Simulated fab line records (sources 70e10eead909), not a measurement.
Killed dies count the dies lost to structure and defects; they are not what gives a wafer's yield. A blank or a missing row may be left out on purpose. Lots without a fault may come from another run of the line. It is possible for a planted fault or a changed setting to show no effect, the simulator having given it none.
A struck lot beside a sound one | flow nandHarc | 19 steps out of a route of 1159
Sound: the wafers L661.1, L661.3, L661.5. Struck: wafers L669.3, L669.4, L669.6. The cause is named last.
At each step with rows: each side's tool, then ch and its chambers, then its first start. Under that, the readings that differ: sound wafers | struck wafers | difference of the means | sigmas: that difference in standard deviations of wafers without a fault.
alike: readings whose means differ by less than 2 such deviations, and words and numbers that are the same on both sides. not compared: withheld readings, readings that some wafer has no value for, bounds like >300 that may hide the same value, and numbers for which the record gives no deviation and whose values overlap.
Wherever a step has rows on one side only, a row that says differs or no value, or a row with sigmas, the two part there. Non-overlapping numbers with no deviation appear without sigmas and do not part them. Lack of a reading on every wafer of one side parts them only where that side has two or more wafers.

NHARC_P_ZERO_WELL_CD_MEAS_11 targets a cd of 500 nm.
  sound on cdSem-01 ch 0, day 1 19:14; struck on cdSem-02 ch 0, day 3 19:17
  alike: cdNm
then, 1 step without rows for these wafers: NHARC_P_ZERO_WELL_HARDBAKE_12 (time 65 s).
NHARC_P_ZERO_WELL_DESCUM_13: chemistry O2, time 3 s.
  sound on rieDiel-08 ch 1,2,3, day 1 19:24; struck on rieDiel-13 ch 0,2,3, day 3 19:27
  alike: drypumpMotorCurrentA, mfcArSccm, oesProductAu, rfVppV, showerheadPlenumPTorr, throttleValvePct
  not compared: rfHoursCounterH
NHARC_P_ZERO_WELL_ETCH_65: etches the open film in N2/H2, target depth 80 nm, overetch 24 nm, time 87.88 s.
  sound on rieDiel-08 ch 1,2,3, day 1 19:30; struck on rieDiel-13 ch 1,3, day 3 19:31
  alike: drypumpMotorCurrentA, h2FlowSccm, mfcArSccm, oesProductAu, rfVppV, showerheadPlenumPTorr, throttleValvePct
  not compared: rfHoursCounterH
NHARC_P_ZERO_WELL_ETCH_62: etches the open film in CHF3/Ar, target depth 13 nm, time 6.5 s.
  sound on rieDiel-08 ch 1,3; struck on rieDiel-13 ch 0,2
  alike: chf3FlowSccm, drypumpMotorCurrentA, mfcArSccm, oesProductAu, rfVppV, showerheadPlenumPTorr, throttleValvePct
  not compared: rfHoursCounterH
NHARC_P_ZERO_WELL_ETCH_63: etches the open film in HBr/Cl2, target depth 120 nm, time 40.1 s.
  sound on rieSi-03 ch 1,2,3, day 1 19:40; struck on rieSi-06 ch 0,1,3, day 3 19:43
  alike: drypumpMotorCurrentA, oesProductAu, throttleValvePct
  not compared: rfHoursCounterH
then, 6 steps without rows for these wafers: NHARC_P_ZERO_WELL_STRIP_15 (strips in SPM, time 900 s); NHARC_P_ZERO_WELL_DEHYDRATE_16 (time 120 s); NHARC_P_ZERO_WELL_HMDS_17 (time 30 s); NHARC_P_ZERO_WELL_COAT_18; NHARC_P_ZERO_WELL_SOFTBAKE_19 (time 95 s); NHARC_P_ZERO_WELL_EBR_20.
NHARC_P_ZERO_WELL_EXPOSE_21: exposes mask P NWELL, target cd 720 nm.
  sound on krfScanner-01 ch 0, day 1 20:19; struck on krfScanner-01 ch 0, day 3 20:28
reading | sound                         | struck                                 | difference | sigmas
mask    | P_NWELL#0 P_NWELL#0 P_NWELL#0 | P_NWELL_R1#0 P_NWELL_R1#0 P_NWELL_R1#0 | differs    | 
then, 2 steps without rows for these wafers: NHARC_P_ZERO_WELL_PEB_22 (peb time 85 s); NHARC_P_ZERO_WELL_DEVELOP_23 (time 70 s).
NHARC_P_ZERO_WELL_CD_MEAS_24 targets a cd of 720 nm.
  sound on cdSem-02 ch 0, day 1 20:28; struck on cdSem-01 ch 0, day 3 20:37
reading   | sound             | struck            | difference | sigmas
cdNm (nm) | 721.3 720.8 721.3 | 708.8 709.1 710.0 | -11.8      | -10
then, 1 step without rows for these wafers: NHARC_P_ZERO_WELL_HARDBAKE_25 (time 80 s).
NHARC_P_ZERO_WELL_DESCUM_26: chemistry O2, time 3 s.
  sound on rieDiel-05 ch 0,2,3, day 1 20:38; struck on rieDiel-13 ch 1,3, day 3 20:48
reading                     | sound             | struck          | difference | sigmas
model.P_ZERO_WELL.cdNm (nm) | 720.9 720.5 721.2 | 709.1 709 709.6 | -11.6      | 
  alike: drypumpMotorCurrentA, mfcArSccm, oesProductAu, rfVppV, showerheadPlenumPTorr, throttleValvePct
  not compared: rfHoursCounterH
next, for these wafers, 1 step has no rows: NHARC_P_ZERO_WELL_IMPLANT_27.

== WHERE THEY PART ==
Last at NHARC_P_ZERO_WELL_CD_MEAS_24 as far as this record goes, first at NHARC_P_ZERO_WELL_EXPOSE_21. Later steps at which nothing parts them and some readings are alike: NHARC_P_ZERO_WELL_DESCUM_26.

WHY: what had been put in by the simulator
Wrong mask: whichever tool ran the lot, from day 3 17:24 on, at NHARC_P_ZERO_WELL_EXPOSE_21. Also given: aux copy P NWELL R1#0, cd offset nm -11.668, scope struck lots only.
